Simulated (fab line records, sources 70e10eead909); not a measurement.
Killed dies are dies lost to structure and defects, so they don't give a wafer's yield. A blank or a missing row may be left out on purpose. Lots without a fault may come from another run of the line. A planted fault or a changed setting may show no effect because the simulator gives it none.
Chamber matching | flow nand_harc | NHARC_P_ZERO_WELL_DESCUM_26 on rie_diel-11: 4 sister chambers
The step chemistry O2, time 3 s. 16 wafers are shown with their chamber, then 8 later ones without.

WAFERS WITH THEIR CHAMBER
wafer  | chamber | o2_flow_sccm (sccm) | oes_product_au (a.u.) | rf_vpp_V (V)
L081.2 | 3       | 200.1               | 1.005                 | 56.0
L081.4 | 2       | 200.4               | 1.007                 | 57.5
L081.6 | 2       | 201.2               | 0.996                 | 59.4
L087.2 | 3       | 199.9               | 0.997                 | 57.7
L087.4 | 0       | 199.3               | 1.004                 | 57.6
L087.5 | 0       | 199.1               | 0.999                 | 56.9
L089.3 | 3       | 200.7               | 0.993                 | 57.6
L089.5 | 2       | 200.1               | 1.008                 | 59.9
L089.6 | 1       | 199.6               | 0.989                 | 57.3
L090.1 | 1       | 199.0               | 0.991                 | 58.0
L090.4 | 2       | 200.0               | 1.006                 | 58.9
L090.5 | 0       | 199.5               | 1.010                 | 57.9
L091.3 | 3       | 200.5               | 0.991                 | 58.3
L091.4 | 0       | 199.2               | 1.023                 | 57.0
L091.5 | 2       | 200.7               | 1.001                 | 58.2
L094.1 | 1       | 199.7               | 1.000                 | 59.8

SIGNATURES (means of the wafers above)
reading        | chamber 0 | chamber 1 | chamber 2 | chamber 3 | scatter within a chamber
o2_flow_sccm   | 199.275   | 199.433   | 200.480   | 200.300   | 0.379
oes_product_au | 1.00900   | 0.99333   | 1.00360   | 0.99650   | 0.00711
rf_vpp_V       | 57.350    | 58.367    | 58.780    | 57.400    | 0.937
Rule: a wafer's distance from a chamber is the root of the sum, over the readings, of the square of ((its reading less the chamber's mean) divided by the reading's scatter). The wafer belongs to the nearest chamber; if the next one is less than 2 further off, it can't be placed. The scatter: the root of (the sum of the squares of (reading less its chamber's mean) over the shown wafers, divided by (wafers less chambers)).

WAFERS WITHOUT THEIR CHAMBER
wafer  | o2_flow_sccm (sccm) | oes_product_au (a.u.) | rf_vpp_V (V)
L094.3 | 200.9               | 0.991                 | 56.6
L094.6 | 200.7               | 0.986                 | 57.2
L096.2 | 200.1               | 1.014                 | 58.5
L096.4 | 199.9               | 0.982                 | 56.4
L096.5 | 200.0               | 1.008                 | 57.5
L097.1 | 200.8               | 0.992                 | 56.2
L097.2 | 200.1               | 1.003                 | 57.3
L097.6 | 199.3               | 0.997                 | 59.2

WHICH CHAMBER EACH WENT THROUGH
wafer  | from the rows above               | in truth
L094.3 | can't be placed: 3 or 2           | 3
L094.6 | can't be placed: 3 or 2 or 1      | 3
L096.2 | can't be placed: 2 or 0 or 3 or 1 | 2
L096.4 | can't be placed: 3 or 1 or 2 or 0 | 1
L096.5 | can't be placed: 3 or 0 or 2 or 1 | 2
L097.1 | can't be placed: 3 or 2           | 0
L097.2 | can't be placed: 3 or 2 or 0 or 1 | 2
L097.6 | can't be placed: 1 or 0           | 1
Placed correctly: 0 of 8. Can't be placed from these rows: 8 (the true chamber is among the candidates in 7). Placed wrongly: 0.
